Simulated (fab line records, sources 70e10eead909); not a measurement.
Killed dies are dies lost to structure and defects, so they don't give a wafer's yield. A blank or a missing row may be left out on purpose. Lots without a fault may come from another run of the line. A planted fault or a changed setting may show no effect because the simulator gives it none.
Chamber matching | flow nand_harc | NHARC_A_M1_ETCH_35 on rie_diel-10: 4 sister chambers
The step etches the open film in N2/H2, target depth 40 nm, overetch 12 nm, time 43.94 s. 8 wafers are shown with their chamber, then 10 later ones without.

WAFERS WITH THEIR CHAMBER
wafer  | chamber | showerhead_plenum_p_Torr (Torr) | drypump_motor_current_A (A)
L087.6 | 2       | 2.06                            | 5.0
L089.4 | 1       | 2.13                            | 5.8
L089.5 | 3       | 2.10                            | 5.2
L089.6 | 2       | 2.06                            | 5.0
L090.1 | 1       | 2.12                            | 5.8
L090.5 | 3       | 2.10                            | 5.2
L091.1 | 0       | 1.96                            | 6.3
L091.4 | 0       | 1.96                            | 6.2

WAFERS WITHOUT THEIR CHAMBER
wafer  | showerhead_plenum_p_Torr (Torr) | drypump_motor_current_A (A)
L091.5 | 2.10                            | 5.2
L093.2 | 1.96                            | 6.2
L093.3 | 2.10                            | 5.2
L093.6 | 1.96                            | 6.2
L092.1 | 2.10                            | 5.2
L092.2 | 2.13                            | 5.8
L092.6 | 2.12                            | 5.8
L097.3 | 2.10                            | 5.2
L097.4 | 2.06                            | 5.0
L097.6 | 2.10                            | 5.3

WHICH CHAMBER EACH WENT THROUGH
wafer  | from the rows above | in truth
L091.5 | 3                   | 3
L093.2 | 0                   | 0
L093.3 | 3                   | 3
L093.6 | 0                   | 0
L092.1 | 3                   | 3
L092.2 | 1                   | 1
L092.6 | 1                   | 1
L097.3 | 3                   | 3
L097.4 | 2                   | 2
L097.6 | 3                   | 3
Placed correctly: 10 of 10. Can't be placed from these rows: 0. Placed wrongly: 0.
How it was worked out, from the rows above alone: a wafer's distance from a chamber is the root of the sum, over the readings, of the square of ((its reading less the chamber's mean) divided by the reading's scatter). The wafer belongs to the nearest chamber; if the next one is less than 2 further off, it can't be placed. A chamber's mean is the mean of its shown wafers. The scatter: the root of (the sum of the squares of (reading less its chamber's mean) over the shown wafers, divided by (wafers less chambers)).
